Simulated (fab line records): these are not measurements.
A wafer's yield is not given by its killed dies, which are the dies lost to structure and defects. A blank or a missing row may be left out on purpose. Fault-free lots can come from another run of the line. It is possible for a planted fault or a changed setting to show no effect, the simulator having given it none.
Split-lot experiment / flow n5Finfet / 39 wafers read across 7 lots, on a route 1938 steps long

THE SPLIT
At N5_BEOL_M0_SAQP_ILD_DEP_01 (deposits SiOC from DEMS/O2, target thk 45.419 nm, time 8.7 s), the setting targetThkA was moved away from the recipe's 454.19 angstrom on 15 of the 39 wafers read, by -31.6% to +36.7%. All remaining wafers had this setting at the recipe value.

Reading taken at the split's own step.

THE READING
SiOC_of_BEOL_M0_SAQP_ILD_DEP_01.thkNm (the simulator's own value, which no gauge read), in nm, at N5_BEOL_M0_SAQP_ILD_DEP_01 (deposits SiOC from DEMS/O2, target thk 45.419 nm, time 8.7 s). There is no usual value for it anywhere in the file. Across the 24 wafers here that went through the recipe, the average is 45.7 nm and the standard deviation 0.78 nm.

wafer=L074.1; tool, chamber at the split=pecvd-02, 0; targetThkA as run, angstrom=454.19; against the recipe=recipe; SiOC_of_BEOL_M0_SAQP_ILD_DEP_01.thkNm, nm=45.2; against lot-mates on the recipe=-
wafer=L074.2; tool, chamber at the split=pecvd-02, 1; targetThkA as run, angstrom=454.19; against the recipe=recipe; SiOC_of_BEOL_M0_SAQP_ILD_DEP_01.thkNm, nm=43.8; against lot-mates on the recipe=-
wafer=L074.3; tool, chamber at the split=pecvd-02, 2; targetThkA as run, angstrom=454.19; against the recipe=recipe; SiOC_of_BEOL_M0_SAQP_ILD_DEP_01.thkNm, nm=45; against lot-mates on the recipe=-
wafer=L074.4; tool, chamber at the split=pecvd-02, 2; targetThkA as run, angstrom=620.7; against the recipe=+36.7%; SiOC_of_BEOL_M0_SAQP_ILD_DEP_01.thkNm, nm=63.2; against lot-mates on the recipe=+18.5
wafer=L074.5; tool, chamber at the split=pecvd-02, 1; targetThkA as run, angstrom=620.7; against the recipe=+36.7%; SiOC_of_BEOL_M0_SAQP_ILD_DEP_01.thkNm, nm=61.8; against lot-mates on the recipe=+17.1
wafer=L074.6; tool, chamber at the split=pecvd-02, 0; targetThkA as run, angstrom=620.7; against the recipe=+36.7%; SiOC_of_BEOL_M0_SAQP_ILD_DEP_01.thkNm, nm=62.6; against lot-mates on the recipe=+17.9
wafer=L075.1; tool, chamber at the split=pecvd-03, 0; targetThkA as run, angstrom=454.19; against the recipe=recipe; SiOC_of_BEOL_M0_SAQP_ILD_DEP_01.thkNm, nm=45.4; against lot-mates on the recipe=-
wafer=L075.2; tool, chamber at the split=pecvd-03, 2,1; targetThkA as run, angstrom=356.7; against the recipe=-21.5%; SiOC_of_BEOL_M0_SAQP_ILD_DEP_01.thkNm, nm=35.8; against lot-mates on the recipe=-9.7
wafer=L075.6; tool, chamber at the split=pecvd-03, 2,1; targetThkA as run, angstrom=356.7; against the recipe=-21.5%; SiOC_of_BEOL_M0_SAQP_ILD_DEP_01.thkNm, nm=35.8; against lot-mates on the recipe=-9.7
wafer=L075.3; tool, chamber at the split=pecvd-03, 1; targetThkA as run, angstrom=454.19; against the recipe=recipe; SiOC_of_BEOL_M0_SAQP_ILD_DEP_01.thkNm, nm=44.8; against lot-mates on the recipe=-
wafer=L075.4; tool, chamber at the split=pecvd-03, 2; targetThkA as run, angstrom=454.19; against the recipe=recipe; SiOC_of_BEOL_M0_SAQP_ILD_DEP_01.thkNm, nm=46.4; against lot-mates on the recipe=-
wafer=L075.5; tool, chamber at the split=pecvd-03, 0; targetThkA as run, angstrom=356.7; against the recipe=-21.5%; SiOC_of_BEOL_M0_SAQP_ILD_DEP_01.thkNm, nm=35.2; against lot-mates on the recipe=-10.3
wafer=L078.1; tool, chamber at the split=pecvd-03, 1; targetThkA as run, angstrom=380.3; against the recipe=-16.3%; SiOC_of_BEOL_M0_SAQP_ILD_DEP_01.thkNm, nm=37.4; against lot-mates on the recipe=-7.7
wafer=L078.2; tool, chamber at the split=pecvd-03, 0; targetThkA as run, angstrom=380.3; against the recipe=-16.3%; SiOC_of_BEOL_M0_SAQP_ILD_DEP_01.thkNm, nm=37.6; against lot-mates on the recipe=-7.5
wafer=L078.3; tool, chamber at the split=pecvd-03, 2; targetThkA as run, angstrom=454.19; against the recipe=recipe; SiOC_of_BEOL_M0_SAQP_ILD_DEP_01.thkNm, nm=44.6; against lot-mates on the recipe=-
wafer=L078.4; tool, chamber at the split=pecvd-03, 1; targetThkA as run, angstrom=380.3; against the recipe=-16.3%; SiOC_of_BEOL_M0_SAQP_ILD_DEP_01.thkNm, nm=37.8; against lot-mates on the recipe=-7.3
wafer=L078.5; tool, chamber at the split=pecvd-03, 2; targetThkA as run, angstrom=454.19; against the recipe=recipe; SiOC_of_BEOL_M0_SAQP_ILD_DEP_01.thkNm, nm=45.8; against lot-mates on the recipe=-
wafer=L078.6; tool, chamber at the split=pecvd-03, 0; targetThkA as run, angstrom=454.19; against the recipe=recipe; SiOC_of_BEOL_M0_SAQP_ILD_DEP_01.thkNm, nm=44.8; against lot-mates on the recipe=-
wafer=L083.1; tool, chamber at the split=pecvd-01, 2; targetThkA as run, angstrom=356.6; against the recipe=-21.5%; SiOC_of_BEOL_M0_SAQP_ILD_DEP_01.thkNm, nm=36.8; against lot-mates on the recipe=-9.8
wafer=L083.2; tool, chamber at the split=pecvd-01, 0; targetThkA as run, angstrom=356.6; against the recipe=-21.5%; SiOC_of_BEOL_M0_SAQP_ILD_DEP_01.thkNm, nm=36.2; against lot-mates on the recipe=-10.4
wafer=L083.3; tool, chamber at the split=pecvd-01, 1; targetThkA as run, angstrom=454.19; against the recipe=recipe; SiOC_of_BEOL_M0_SAQP_ILD_DEP_01.thkNm, nm=45.8; against lot-mates on the recipe=-
wafer=L083.4; tool, chamber at the split=pecvd-01, 0; targetThkA as run, angstrom=454.19; against the recipe=recipe; SiOC_of_BEOL_M0_SAQP_ILD_DEP_01.thkNm, nm=46.8; against lot-mates on the recipe=-
wafer=L083.5; tool, chamber at the split=pecvd-01, 1; targetThkA as run, angstrom=356.6; against the recipe=-21.5%; SiOC_of_BEOL_M0_SAQP_ILD_DEP_01.thkNm, nm=37; against lot-mates on the recipe=-9.6
wafer=L083.6; tool, chamber at the split=pecvd-01, 2; targetThkA as run, angstrom=454.19; against the recipe=recipe; SiOC_of_BEOL_M0_SAQP_ILD_DEP_01.thkNm, nm=47.2; against lot-mates on the recipe=-
wafer=L090.1; tool, chamber at the split=pecvd-03, 2,0; targetThkA as run, angstrom=454.19; against the recipe=recipe; SiOC_of_BEOL_M0_SAQP_ILD_DEP_01.thkNm, nm=45.8; against lot-mates on the recipe=-
wafer=L090.6; tool, chamber at the split=pecvd-03, 2,0; targetThkA as run, angstrom=454.19; against the recipe=recipe; SiOC_of_BEOL_M0_SAQP_ILD_DEP_01.thkNm, nm=45.8; against lot-mates on the recipe=-
wafer=L090.2; tool, chamber at the split=pecvd-03, 1,0; targetThkA as run, angstrom=454.19; against the recipe=recipe; SiOC_of_BEOL_M0_SAQP_ILD_DEP_01.thkNm, nm=45; against lot-mates on the recipe=-
wafer=L090.3; tool, chamber at the split=pecvd-03, 1,0; targetThkA as run, angstrom=454.19; against the recipe=recipe; SiOC_of_BEOL_M0_SAQP_ILD_DEP_01.thkNm, nm=45; against lot-mates on the recipe=-
wafer=L090.4; tool, chamber at the split=pecvd-03, 1; targetThkA as run, angstrom=454.19; against the recipe=recipe; SiOC_of_BEOL_M0_SAQP_ILD_DEP_01.thkNm, nm=46.2; against lot-mates on the recipe=-
wafer=L090.5; tool, chamber at the split=pecvd-03, 2; targetThkA as run, angstrom=454.19; against the recipe=recipe; SiOC_of_BEOL_M0_SAQP_ILD_DEP_01.thkNm, nm=46.8; against lot-mates on the recipe=-
wafer=L092.2; tool, chamber at the split=pecvd-03, 2; targetThkA as run, angstrom=454.19; against the recipe=recipe; SiOC_of_BEOL_M0_SAQP_ILD_DEP_01.thkNm, nm=45.6; against lot-mates on the recipe=-
wafer=L092.3; tool, chamber at the split=pecvd-03, 0; targetThkA as run, angstrom=454.19; against the recipe=recipe; SiOC_of_BEOL_M0_SAQP_ILD_DEP_01.thkNm, nm=45.8; against lot-mates on the recipe=-
wafer=L092.5; tool, chamber at the split=pecvd-03, 0; targetThkA as run, angstrom=454.19; against the recipe=recipe; SiOC_of_BEOL_M0_SAQP_ILD_DEP_01.thkNm, nm=46.2; against lot-mates on the recipe=-
wafer=L094.1; tool, chamber at the split=pecvd-01, 1; targetThkA as run, angstrom=454.19; against the recipe=recipe; SiOC_of_BEOL_M0_SAQP_ILD_DEP_01.thkNm, nm=45.6; against lot-mates on the recipe=-
wafer=L094.2; tool, chamber at the split=pecvd-01, 0; targetThkA as run, angstrom=310.7; against the recipe=-31.6%; SiOC_of_BEOL_M0_SAQP_ILD_DEP_01.thkNm, nm=31.2; against lot-mates on the recipe=-14.9
wafer=L094.3; tool, chamber at the split=pecvd-01, 2; targetThkA as run, angstrom=310.7; against the recipe=-31.6%; SiOC_of_BEOL_M0_SAQP_ILD_DEP_01.thkNm, nm=32.2; against lot-mates on the recipe=-13.9
wafer=L094.4; tool, chamber at the split=pecvd-01, 2; targetThkA as run, angstrom=310.7; against the recipe=-31.6%; SiOC_of_BEOL_M0_SAQP_ILD_DEP_01.thkNm, nm=32.4; against lot-mates on the recipe=-13.7
wafer=L094.5; tool, chamber at the split=pecvd-01, 0; targetThkA as run, angstrom=454.19; against the recipe=recipe; SiOC_of_BEOL_M0_SAQP_ILD_DEP_01.thkNm, nm=46.4; against lot-mates on the recipe=-
wafer=L094.6; tool, chamber at the split=pecvd-01, 1; targetThkA as run, angstrom=454.19; against the recipe=recipe; SiOC_of_BEOL_M0_SAQP_ILD_DEP_01.thkNm, nm=46.2; against lot-mates on the recipe=-
If several chambers appear in one row, that row covers several wafers at once and the file leaves open which wafer was in which chamber.

FIT RESULTS
A straight line over all 39 wafers: SiOC_of_BEOL_M0_SAQP_ILD_DEP_01.thkNm changes by +0.452 nm for each +1% of targetThkA; r = +0.99; the points scatter about the line by 0.77 nm.
The same after taking each lot's own level away (the mean of its wafers on the recipe; 39 wafers): +0.47 nm for each +1%; r = +1.00; scatter 0.57 nm.
That fit puts the effect of the largest move of targetThkA on the reading at 17 nm.
Measured against the standard deviation above, the lots' own levels, which go from 44.67 to 46.60 nm, span 2.5 times it.
Hence the lot-to-lot level has little effect on the slope; both slopes agree.
Check: with one of the wafers moved furthest among these (+36.7%) left out of the fit, the line predicts +17.1 nm for it against its lot-mates. Against them it came out at +18.5 nm.

FURTHER SPLITS ON THESE WAFERS
Before the reading, these wafers also passed through other splits. Each is held against what the fit with the lots' levels taken away leaves over:
other split on the same wafers=N5_SD_EPI_N_ETCH_16 targetDepthA; wafers away from the commonest value=18; r with SiOC_of_BEOL_M0_SAQP_ILD_DEP_01.thkNm (lot level and that fit taken away)=-0.34

THE FILE'S OWN FIT
SiOC_of_BEOL_M0_SAQP_ILD_DEP_01.thkNm changes by +0.467 nm for each +1% of targetThkA, r = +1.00.
